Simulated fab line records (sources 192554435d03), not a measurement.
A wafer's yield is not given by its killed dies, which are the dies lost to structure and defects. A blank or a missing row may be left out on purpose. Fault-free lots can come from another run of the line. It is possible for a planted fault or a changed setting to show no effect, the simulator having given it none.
Matching of chambers || flow n5 finfet || N5_MOL_CONTACT_COAG_ETCH_105 on rie diel-03 has 3 sister chambers
The step etches SiARC in CF4, target depth 15.6 nm, time 26 s. 14 wafers are shown with their chamber, then 6 later ones without.

== WAFERS WITH THEIR CHAMBER ==
{"wafer": "L075.3", "chamber": 3, "showerhead plenum p Torr (Torr)": 2.16, "throttle valve pct (%)": 15.61, "oes product au (a.u.)": 0.70}
{"wafer": "L075.4", "chamber": 2, "showerhead plenum p Torr (Torr)": 2.04, "throttle valve pct (%)": 15.88, "oes product au (a.u.)": 0.60}
{"wafer": "L075.6", "chamber": 0, "showerhead plenum p Torr (Torr)": 2.05, "throttle valve pct (%)": 15.51, "oes product au (a.u.)": 0.64}
{"wafer": "L076.1", "chamber": 3, "showerhead plenum p Torr (Torr)": 2.16, "throttle valve pct (%)": 15.63, "oes product au (a.u.)": 0.69}
{"wafer": "L076.2", "chamber": 0, "showerhead plenum p Torr (Torr)": 2.05, "throttle valve pct (%)": 15.52, "oes product au (a.u.)": 0.62}
{"wafer": "L076.5", "chamber": 2, "showerhead plenum p Torr (Torr)": 2.04, "throttle valve pct (%)": 15.91, "oes product au (a.u.)": 0.60}
{"wafer": "L077.1", "chamber": 0, "showerhead plenum p Torr (Torr)": 2.05, "throttle valve pct (%)": 15.53, "oes product au (a.u.)": 0.63}
{"wafer": "L077.3", "chamber": 2, "showerhead plenum p Torr (Torr)": 2.04, "throttle valve pct (%)": 15.88, "oes product au (a.u.)": 0.60}
{"wafer": "L077.6", "chamber": 0, "showerhead plenum p Torr (Torr)": 2.05, "throttle valve pct (%)": 15.52, "oes product au (a.u.)": 0.63}
{"wafer": "L078.1", "chamber": 3, "showerhead plenum p Torr (Torr)": 2.16, "throttle valve pct (%)": 15.62, "oes product au (a.u.)": 0.70}
{"wafer": "L078.4", "chamber": 2, "showerhead plenum p Torr (Torr)": 2.03, "throttle valve pct (%)": 15.90, "oes product au (a.u.)": 0.60}
{"wafer": "L078.5", "chamber": 3, "showerhead plenum p Torr (Torr)": 2.16, "throttle valve pct (%)": 15.64, "oes product au (a.u.)": 0.70}
{"wafer": "L079.1", "chamber": 0, "showerhead plenum p Torr (Torr)": 2.05, "throttle valve pct (%)": 15.53, "oes product au (a.u.)": 0.61}
{"wafer": "L079.3", "chamber": 2, "showerhead plenum p Torr (Torr)": 2.03, "throttle valve pct (%)": 15.89, "oes product au (a.u.)": 0.60}

SIGNATURES (averages over the wafers above)
{"reading": "showerhead plenum p Torr", "chamber 0": 2.0500, "chamber 2": 2.0360, "chamber 3": 2.1600, "scatter within a chamber": 0.0033}
{"reading": "throttle valve pct", "chamber 0": 15.5220, "chamber 2": 15.8920, "chamber 3": 15.6250, "scatter within a chamber": 0.0115}
{"reading": "oes product au", "chamber 0": 0.6260, "chamber 2": 0.6000, "chamber 3": 0.6975, "scatter within a chamber": 0.00735}
Rule: for a wafer and a chamber, the distance is found by dividing, reading by reading, the gap between the wafer's reading and the chamber's mean by the reading's scatter, squaring, summing and taking the root. The wafer belongs to the nearest chamber; if the next one is less than 2 further off, it can't be placed. The scatter: take each reading less its chamber's mean, square it, sum over the shown wafers, divide by the number of wafers less the number of chambers, and take the root.

== WAFERS MISSING THEIR CHAMBER ==
{"wafer": "L079.5", "showerhead plenum p Torr (Torr)": 2.05, "throttle valve pct (%)": 15.52, "oes product au (a.u.)": 0.62}
{"wafer": "L091.1", "showerhead plenum p Torr (Torr)": 2.04, "throttle valve pct (%)": 15.59, "oes product au (a.u.)": 0.61}
{"wafer": "L091.4", "showerhead plenum p Torr (Torr)": 2.15, "throttle valve pct (%)": 15.70, "oes product au (a.u.)": 0.67}
{"wafer": "L091.5", "showerhead plenum p Torr (Torr)": 2.28, "throttle valve pct (%)": 15.48, "oes product au (a.u.)": 0.83}
{"wafer": "L095.5", "showerhead plenum p Torr (Torr)": 2.03, "throttle valve pct (%)": 15.63, "oes product au (a.u.)": 0.60}
{"wafer": "L095.6", "showerhead plenum p Torr (Torr)": 2.14, "throttle valve pct (%)": 15.72, "oes product au (a.u.)": 0.65}

== WHICH CHAMBER EACH ONE RAN IN ==
{"wafer": "L079.5", "from the rows above": 0, "in truth": 0}
{"wafer": "L091.1", "from the rows above": 0, "in truth": 0}
{"wafer": "L091.4", "from the rows above": 3, "in truth": 3}
{"wafer": "L091.5", "from the rows above": 3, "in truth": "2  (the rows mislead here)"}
{"wafer": "L095.5", "from the rows above": 0, "in truth": 0}
{"wafer": "L095.6", "from the rows above": 3, "in truth": 3}
Correct placement for 5 of the 6. Left unplaced by these rows: 0. Number placed wrongly: 1.
